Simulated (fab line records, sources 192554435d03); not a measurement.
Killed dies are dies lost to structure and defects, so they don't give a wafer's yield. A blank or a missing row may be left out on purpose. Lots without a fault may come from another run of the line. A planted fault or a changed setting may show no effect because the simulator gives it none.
Split-lot experiment | flow n5_finfet | 7 lots, 21 wafers read, on a route of 1938 steps

THE SPLIT
At N5_FIN_CUT_COAT_19 (time 60 s, resist thk 20 nm), the setting spin_rpm was moved away from the recipe's 1500 rpm on 5 of the 21 wafers read, by -6.9% to +10.0%. The other wafers ran this setting at the recipe's value.

FROM THE SPLIT TO THE READING: what the file shows between them, 4 steps
- N5_FIN_CUT_COAT_29: time 60 s, resist thk 10 nm
- N5_FIN_CUT_COAT_02: resist thk 30 nm
- N5_FIN_CUT_DESCUM_13: chemistry O2, time 7 s
- N5_FIN_CUT_ETCH_30: etches underlayer in N2/H2, target depth 13 nm, time 10.4 s

THE READING
etch.depth_nm (the simulator's own value, which no gauge read), in nm, at N5_FIN_CUT_ETCH_20 (etches SiARC in CF4, target depth 26 nm, time 43.3 s). The file gives no usual value for it. The 16 wafers here that ran the recipe average 20.00 nm, standard deviation 0.055 nm.

wafer  | tool, chamber at the split | spin_rpm as run, rpm | against the recipe | etch.depth_nm, nm | against lot-mates on the recipe
L074.1 | litho_track-03, 0          | 1500                 | recipe             | 20.04             | -
L074.4 | litho_track-03, 0          | 1500                 | recipe             | 20                | -
L074.6 | litho_track-03, 0          | 1650                 | +10.0%             | 19.13             | -0.89
L078.1 | litho_track-04, 0          | 1500                 | recipe             | 19.91             | -
L078.2 | litho_track-04, 0          | 1500                 | recipe             | 20.01             | -
L078.5 | litho_track-04, 0          | 1500                 | recipe             | 20.01             | -
L081.1 | litho_track-02, 0          | 1500                 | recipe             | 19.94             | -
L081.4 | litho_track-02, 0          | 1500                 | recipe             | 19.94             | -
L081.6 | litho_track-02, 0          | 1397                 | -6.9%              | 20.61             | +0.67
L083.1 | litho_track-02, 0          | 1500                 | recipe             | 19.95             | -
L083.2 | litho_track-02, 0          | 1500                 | recipe             | 19.9              | -
L083.4 | litho_track-02, 0          | 1500                 | recipe             | 19.97             | -
L084.2 | litho_track-04, 0          | 1500                 | recipe             | 20                | -
L084.3 | litho_track-04, 0          | 1500                 | recipe             | 20.1              | -
L084.6 | litho_track-04, 0          | 1500                 | recipe             | 20.07             | -
L093.3 | litho_track-03, 0          | 1500                 | recipe             | 20                | -
L093.4 | litho_track-03, 0          | 1559                 | +3.9%              | 19.66             | -0.36
L093.6 | litho_track-03, 0          | 1500                 | recipe             | 20.04             | -
L094.1 | litho_track-04, 0          | 1500                 | recipe             | 20.04             | -
L094.5 | litho_track-04, 0          | 1610                 | +7.3%              | 19.38             | -0.66
L094.6 | litho_track-04, 0          | 1610                 | +7.3%              | 19.36             | -0.68

THE FIT
A straight line over all 21 wafers: etch.depth_nm changes by -0.0866 nm for each +1% of spin_rpm; r = -0.99; the points scatter about the line by 0.051 nm.
The same after taking each lot's own level away (the mean of its wafers on the recipe; 21 wafers): -0.0919 nm for each +1%; r = -1.00; scatter 0.031 nm.
On that fit, the largest move of spin_rpm shifts the reading by 0.92 nm.
The lots' own levels span 19.940 to 20.057 nm, that is 2.1 times the standard deviation above.
So the lot-to-lot level changes the slope little: the two slopes agree.
Check: with one of the wafers moved furthest among these (+10.0%) left out of the fit, the line predicts -0.93 nm for it against its lot-mates. It came out at -0.89 nm against them.

OTHER SPLITS ON THESE WAFERS
These wafers also went through other splits before the reading. Each is held against what the fit with the lots' levels taken away leaves over:
other split on the same wafers  | wafers away from the commonest value | r with etch.depth_nm (lot level and that fit taken away)
N5_ZERO_LAYER_EXPOSE_08 dose_mj | 8                                    | +0.12
N5_WELL_APT_COAT_02 spin_rpm    | 5                                    | +0.53
N5_WELL_APT_COAT_19 spin_rpm    | 4                                    | -0.04
N5_FIN_SAQP_FIN_ETCH_36 icp_w   | 11                                   | +0.01

THE WHOLE CHAIN: every reading that the file lists as answering this split, in the file's order
step               | what it does                                         | reading                                                                          | change (the file's fit)                | r (the file's)
N5_FIN_CUT_COAT_19 | time 60 s, resist thk 20 nm                          | SiARC_of_FIN_CUT_COAT_19.thk_nm (the simulator's own value, which no gauge read) | -0.0836 nm for each +1% of the setting | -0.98
N5_FIN_CUT_ETCH_20 | etches SiARC in CF4, target depth 26 nm, time 43.3 s | etch.depth_nm (the simulator's own value, which no gauge read)                   | -0.0913 nm for each +1% of the setting | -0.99

THE FILE'S OWN FIT
etch.depth_nm changes by -0.0913 nm for each +1% of spin_rpm, r = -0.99.
